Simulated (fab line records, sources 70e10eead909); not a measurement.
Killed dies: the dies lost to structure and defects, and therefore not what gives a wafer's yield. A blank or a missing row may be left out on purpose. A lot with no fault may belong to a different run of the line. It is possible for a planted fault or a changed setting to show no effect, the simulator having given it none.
fab line records	flow nandHarc
record lots=13	wafers=39	lastDay=23
route steps=1159 shown A_M1@1049 THIN_TSV@1103 END@1159
lots that met no fault: from a run of the same line without faults
startH: the number of hours between the record's first day and the start of the first shown wafer of the lot	waitH: hours since the lot's step before	" the same as in the row above	L1.1+2: several wafers, shown together as one row	- value missing, or start not given	* or withheld: withheld	< > ~ a bound
route shown NAME@n: NAME is a module with steps in the file, n the number in the route of the first one	usual: average and standard deviation across the fault-free wafers	same: alike in all rows	chamber/n: place in a boat	sites: the reading at each site	_std_site: how widely they spread, as a standard deviation	_edge_site: inner sites' mean taken away from outer sites' mean	radiusMm: for every site, how far away it sits from the centre of the wafer	mask NAME#n: copy n	behind: the most recent tool/chamber to have shaped the wafer	hold: the reason the lot was held/the length of the hold in hours/how it ended	device: whichever transistor did not switch (one of n, p or np)	end of line: the route-end tests of the same wafers	for a step that has no rows: nothing shown but its recipe	killed: dies lost to structure and defects at the first sort, not the wafer's yield	map: the dies of a wafer, with x for killed, . for not killed, _ for no die there
set.NAME: the setting the step ran with; set.NAME@STEP: the setting that earlier step ran with	model.NAME: the simulator's own value behind a step, which no gauge read
route steps across a sampled set of lots; one table per step, one row per wafer
services: from which hour (startH, from the record's first day; less than 0 if before it) a tool's chamber was out of use, for how many hours, and why
## steps
# step NHARC_A_M1_PVD_21
# recipe targetThkA=300	chamberPressurePa=5	powerW=5000	substrateTempC=30	timeS=20.49	material=Cu
# usual throttleValvePct=29.9/1
lot.wafer	tool	chamber	startH	waitH	throttleValvePct
L712.4	pvdSputter-03	-	407.92	-	31.8
L712.3	"	-	"	"	29.8
L712.6	"	-	"	"	31.7
L713.1	pvdSputter-03	-	408.28	-	28.3
L713.4	"	-	"	"	30.2
L713.6	"	-	"	"	30.9
L716.2	pvdSputter-01	-	409.90	-	31.1
L716.5	"	-	"	"	30.3
L716.6	"	-	"	"	31.1
L718.2	pvdSputter-01	-	450.66	-	31.3
L718.3	"	-	"	"	29.7
L718.5	"	-	"	"	30.5
L719.1	pvdSputter-02	-	452.13	-	28.4
L719.2	"	-	"	"	28.8
L719.5	"	-	"	"	28.6
L720.4	pvdSputter-02	-	458.17	-	29.8
L720.2	"	-	"	"	28.9
L720.1	"	-	"	"	28.7
L717.3	pvdSputter-01	-	458.19	-	30.5
L717.4	"	-	"	"	29.2
L717.6	"	-	"	"	30.4
L721.4	pvdSputter-02	-	458.81	-	29.9
L721.1	"	-	"	"	28.7
L721.5	"	-	"	"	28.6
L725.3	pvdSputter-01	-	467.25	-	30.9
L725.1	"	-	"	"	29.8
L725.5	"	-	"	"	30.3
L724.2	pvdSputter-02	-	468.23	-	29.9
L724.4	"	-	"	"	29.1
L724.1	"	-	"	"	28.2
L723.1	pvdSputter-01	-	499.54	-	31.0
L723.2	"	-	"	"	29.5
L723.5	"	-	"	"	30.4
L729.2	pvdSputter-02	-	500.53	-	28.6
L729.3	"	-	"	"	28.9
L729.6	"	-	"	"	28.7
L728.1	pvdSputter-02	-	515.09	-	29.8
L728.2	"	-	"	"	28.6
L728.6	"	-	"	"	29.7
# step NHARC_THIN_TSV_THK_MEAS_02
# recipe thkMeasGauge=ir
# usual thkNm=2988/240
lot.wafer	tool	chamber	startH	waitH	thkNm
L712.3	filmMetro-01	-	432.86	-	3278
L712.4	"	-	"	"	2985
L712.6	"	-	"	"	3229
L713.1	filmMetro-01	-	434.06	0.2	2964
L713.4	"	-	"	"	3022
L713.6	"	-	"	"	3325
L716.2	filmMetro-01	-	435.26	-	3118
L716.5	"	-	"	"	2692
L716.6	"	-	"	"	3430
L718.2	filmMetro-01	-	469.06	-	3100
L718.3	"	-	"	"	3100
L718.5	"	-	"	"	3139
L719.1	filmMetro-01	-	470.26	-	3063
L719.2	"	-	"	"	2961
L719.5	"	-	"	"	2735
L717.3	filmMetro-01	-	479.69	-	3439
L717.4	"	-	"	"	3384
L717.6	"	-	"	"	3514
L721.1	filmMetro-01	-	480.87	-	3197
L721.4	"	-	"	"	3161
L721.5	"	-	"	"	3089
L720.1	filmMetro-02	-	482.08	-	2983
L720.2	"	-	"	"	3186
L720.4	"	-	"	"	3244
L724.1	filmMetro-02	-	485.74	0.2	2745
L724.2	"	-	"	"	2674
L724.4	"	-	"	"	2578
L725.1	filmMetro-02	-	486.95	0.2	3072
L725.3	"	-	"	"	2931
L725.5	"	-	"	"	2679
L723.1	filmMetro-01	-	519.28	0.2	2771
L723.2	"	-	"	"	2857
L723.5	"	-	"	"	2996
L729.2	filmMetro-02	-	520.48	0.2	3037
L729.3	"	-	"	"	3009
L729.6	"	-	"	"	2902
L728.2	filmMetro-02	-	532.82	-	2746
# step NHARC_THIN_TSV_DEP_43
# recipe targetThkA=13285	tempC=withheld	pressureTorr=6.5	rfW=900	teosFlowSccm=161.4	flowSccm=2650	targetThkNm=1328.5	gas=O2	material=SiO2
# usual chamberPressureTorr=6.500/0.014	showerheadVppV=1887/110	throttleValvePct=16.0/0.43
lot.wafer	tool	chamber	startH	waitH	chamberPressureTorr	showerheadVppV	throttleValvePct
L712.3	pecvd-01	1	433.13	-	6.491	1992	15.2
L712.6	"	1	"	"	6.474	1990	15.6
L712.4	"	2	"	"	6.505	2008	15.8
L713.1	pecvd-04	0	434.37	-	6.475	1725	15.6
L713.4	"	1	"	"	6.511	1973	15.7
L713.6	"	2	"	"	6.500	1794	16.2
L716.2	pecvd-01	1	435.57	-	6.483	1970	15.4
L716.6	"	0	"	"	6.521	2006	15.2
L716.5	"	1	"	"	6.502	1949	15.5
L718.3	pecvd-03	0	469.27	-	6.501	1976	16.4
L718.2	"	1	"	"	6.495	1748	17.0
L718.5	"	0	"	"	6.507	1981	16.3
L719.1	pecvd-04	1	470.79	-	6.490	1948	16.0
L719.2	"	0	"	"	6.503	1736	15.9
L719.5	"	0	"	"	6.499	1757	15.9
L717.3	pecvd-04	1	479.92	-	6.478	1992	15.9
L717.6	"	2	"	"	6.510	1788	16.3
L717.4	"	0	"	"	6.507	1721	15.5
L721.1	pecvd-01	1	481.13	-	6.510	1981	15.6
L721.4	"	1	"	"	6.498	1970	15.5
L721.5	"	2	"	"	6.507	2034	15.6
L720.1	pecvd-04	1	482.30	-	6.504	1988	15.6
L720.2	"	0	"	"	6.524	1744	16.1
L720.4	"	2	"	"	6.501	1841	16.1
L724.2	pecvd-01	0	485.97	-	6.510	1976	15.7
L724.1	"	1	"	"	6.497	1982	15.4
L724.4	"	2	"	"	6.507	2031	15.9
L725.3	pecvd-04	0	487.17	-	6.496	1697	15.9
L725.1	"	2	"	"	6.510	1797	16.3
L725.5	"	0	"	"	6.504	1732	15.9
L723.1	pecvd-04	0	519.53	-	6.526	1744	16.0
L723.2	"	1	"	"	6.505	1959	16.0
L723.5	"	2	"	"	6.486	1813	16.3
L729.3	pecvd-04	1	520.74	-	6.495	2001	16.0
L729.2	"	2	"	"	6.479	1793	16.3
L729.6	"	1	"	"	6.503	1999	15.6
L728.2	pecvd-01	0	533.18	-	6.488	1972	15.7
# step NHARC_THIN_TSV_INSPECT_40
# usual rawDefectCount=482/86
lot.wafer	tool	chamber	startH	waitH	rawDefectCount
L713.1	defectInspect-01	-	446.34	0.4	492
L713.4	"	-	"	"	430
L713.6	"	-	"	"	389
L716.2	defectInspect-01	-	446.35	0.4	410
L716.5	"	-	"	"	492
L716.6	"	-	"	"	378
L712.3	defectInspect-02	-	446.35	0.4	528
L712.4	"	-	"	"	468
L712.6	"	-	"	"	504
L719.1	defectInspect-01	-	482.84	0.4	480
L719.2	"	-	"	"	591
L719.5	"	-	"	"	654
L718.2	defectInspect-02	-	482.84	0.4	812
L718.3	"	-	"	"	534
L718.5	"	-	"	"	485
L720.1	defectInspect-02	-	492.27	0.4	436
L720.2	"	-	"	"	555
L720.4	"	-	"	"	465
L717.3	defectInspect-01	-	492.27	0.4	453
L717.4	"	-	"	"	394
L717.6	"	-	"	"	410
L721.1	defectInspect-02	-	492.27	0.4	414
L721.4	"	-	"	"	420
L721.5	"	-	"	"	465
L724.1	defectInspect-01	-	495.94	0.4	359
L724.2	"	-	"	"	587
L724.4	"	-	"	"	455
L725.1	defectInspect-01	-	499.90	0.4	461
L725.3	"	-	"	"	482
L725.5	"	-	"	"	370
L723.1	defectInspect-02	-	532.25	0.4	499
L723.2	"	-	"	"	432
L723.5	"	-	"	"	691
L729.2	defectInspect-01	-	532.26	0.4	423
L729.3	"	-	"	"	390
L729.6	"	-	"	"	416
L728.2	defectInspect-02	-	546.18	0.4	546
# step NHARC_END_SORT_01
# recipe tempC=25
# usual defectLimitedYield=95.7/1.5	killedAtArray=25/9.5	killedAtOther=0.8/1.2	killedAtPeriphery=3.4/2.2	killedDies=29/10	killedOpen=3.3/1.8	killedShort=2.1/1.4	sort_bin_2_pct=1.4/0.63	sort_bin_3_pct=0.22/0.2	sort_bin_4_pct=2.7/0.96	sortNPass=648/10	sortRimYieldPct=95.6/2.8	sortYieldPct=95.7/1.5
# same grossDies=677	sort_bin_5_pct[%]=0	sort_bin_6_pct[%]=0	sort_bin_7_pct[%]=0	sort_bin_8_pct[%]=0	sortRimNGross=106.00
lot.wafer	tool	chamber	startH	waitH	defectLimitedYield[%]	killedAtArray	killedAtOther	killedAtPeriphery	killedDies	killedOpen	killedShort	sort_bin_2_pct[%]	sort_bin_3_pct[%]	sort_bin_4_pct[%]	sortNPass	sortRimYieldPct[%]	sortYieldPct[%]
L724.1	prober-01	0	510.82	2.5	96.8	20	0	2	22	0	4	1.0	0	2.2	655	97.2	96.8
L724.2	prober-01	0	511.62	2.8	95.0	29	0	5	34	1	5	1.2	0.15	3.7	643	92.5	95.0
L724.4	prober-01	0	513.22	3.4	94.5	31	0	6	37	6	0	1.6	0	3.8	640	100.0	94.5
L728.1	prober-02	0	549.27	2.5	0	671	2	4	677	5	0	94.7	0	5.3	0	0	0
L728.2	prober-02	0	550.06	2.8	93.9	35	0	6	41	3	2	1.9	0.30	3.8	636	95.3	93.9
L728.6	prober-02	0	553.22	3.9	0	670	1	6	677	7	1	94.8	0.89	4.3	0	0	0
# killed by level:class
L724.1 A_CHANNEL_HOLE_D1:chamberFilmFlake=14 A_WL_FILL:chamberFilmFlake=2 A_ONON_D1:geometricParticle:short=1 A_SGD_CUT:geometricParticle:short=1 A_BLC:geometricParticle:short=1 A_M1:geometricParticle:short=1 P_STI:chamberFilmFlake=1 P_GATE:chamberFilmFlake=1
L724.2 A_CHANNEL_HOLE_D1:chamberFilmFlake=18 A_STAIRCASE:chamberFilmFlake=5 P_GATE:chamberFilmFlake=2 A_WL_FILL:chamberFilmFlake=2 P_STI:geometricParticle:short=1 P_GATE:geometricParticle:short=1 P_M2:geometricParticle:short=1 A_ONON_D1:geometricParticle:short=1
L724.4 A_CHANNEL_HOLE_D1:chamberFilmFlake=20 A_STAIRCASE:chamberFilmFlake=5 A_BLC:geometricParticle:open=2 A_M0:geometricParticle:open=2 P_GATE:chamberFilmFlake=2 A_CONTACT:chamberFilmFlake=2 P_CONTACT:geometricParticle:open=1 P_M0:geometricParticle:open=1
L728.1 A_M1:areaPvd=621 A_SLIT:chamberFilmFlake=20 A_CHANNEL_HOLE_D1:chamberFilmFlake=18 A_CONTACT:chamberFilmFlake=4 A_CHANNEL_FILL_D1:geometricParticle:open=3 A_STAIRCASE:chamberFilmFlake=3 P_M2:chamberFilmFlake=2 THIN_TSV:chamberFilmFlake=2
L728.2 A_CHANNEL_HOLE_D1:chamberFilmFlake=22 A_SLIT:chamberFilmFlake=4 P_GATE:chamberFilmFlake=3 A_CONTACT:chamberFilmFlake=3 A_CHANNEL_HOLE_D1:geometricParticle:short=2 P_M2:chamberFilmFlake=2 A_STAIRCASE:chamberFilmFlake=2 P_CONTACT:geometricParticle:open=1
L728.6 A_M1:areaPvd=627 A_SLIT:chamberFilmFlake=16 A_CHANNEL_HOLE_D1:chamberFilmFlake=13 A_CONTACT:chamberFilmFlake=6 P_M0:geometricParticle:open=3 A_CHANNEL_FILL_D1:geometricParticle:open=3 A_ZERO_WELL:chamberFilmFlake=2 A_STAIRCASE:chamberFilmFlake=2
## services
tool	chamber	startH	hours	kind
pecvd-04	0	389.42	-	clean
pecvd-04	1	389.42	-	clean
pecvd-04	2	389.42	-	clean
pvdSputter-02	-	396.88	10.0	pm
pvdSputter-03	-	415.59	1.0	repair
pecvd-01	-	418.11	13.0	pm
pecvd-01	0	418.11	13.0	ventCycle
pecvd-01	1	418.11	13.0	ventCycle
pecvd-01	2	418.11	13.0	ventCycle
pecvd-01	0	431.11	-	clean
pecvd-01	1	431.11	-	clean
pecvd-01	2	431.11	-	clean
pecvd-03	2	457.59	5.2	repair
pvdSputter-03	-	458.01	10.0	pm
pecvd-03	-	473.23	13.0	pm
pecvd-03	0	473.23	13.0	ventCycle
pecvd-03	1	473.23	13.0	ventCycle
pecvd-03	2	473.23	13.0	ventCycle
pecvd-03	0	486.23	-	clean
pecvd-03	1	486.23	-	clean
pecvd-03	2	486.23	-	clean
pvdSputter-01	-	514.02	10.0	pm
pecvd-04	1	524.62	12.3	repair
## key
firstSign step=NHARC_END_SORT_01	reading=sort_bin_2_pct	direction=up	sigmas=99+	usual=1.4	struck=94.8
effect step=NHARC_END_SORT_01	reading=killedAtArray	direction=up	sigmas=68	usual=25	struck=670
moreKillsBornAt NHARC_A_M1_PVD_21@pvdSputter-02=1248
metAt NHARC_A_M1_PVD_21
struckLots L728
struckWafers L728.1,L728.6
laterRowsLeftOut L728.1,L728.6
notActingAt NHARC_THIN_TSV_THK_MEAS_02,NHARC_THIN_TSV_DEP_43,NHARC_THIN_TSV_INSPECT_40
onsetBetween 468.23 515.09
fault kind=processParameterDrift	tool=pvdSputter-02	chamber=-	onsetH=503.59	steps=NHARC_A_M1_PVD_21	channel=targetThkA	offset=*	shape=step	endH=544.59	actsIn=*	stated=*	scope=struckWafersOnly
# laterRowsLeftOut: the simulator's readings of these wafers behind a module that went badly wrong aren't trusted and aren't shown, but for the sort
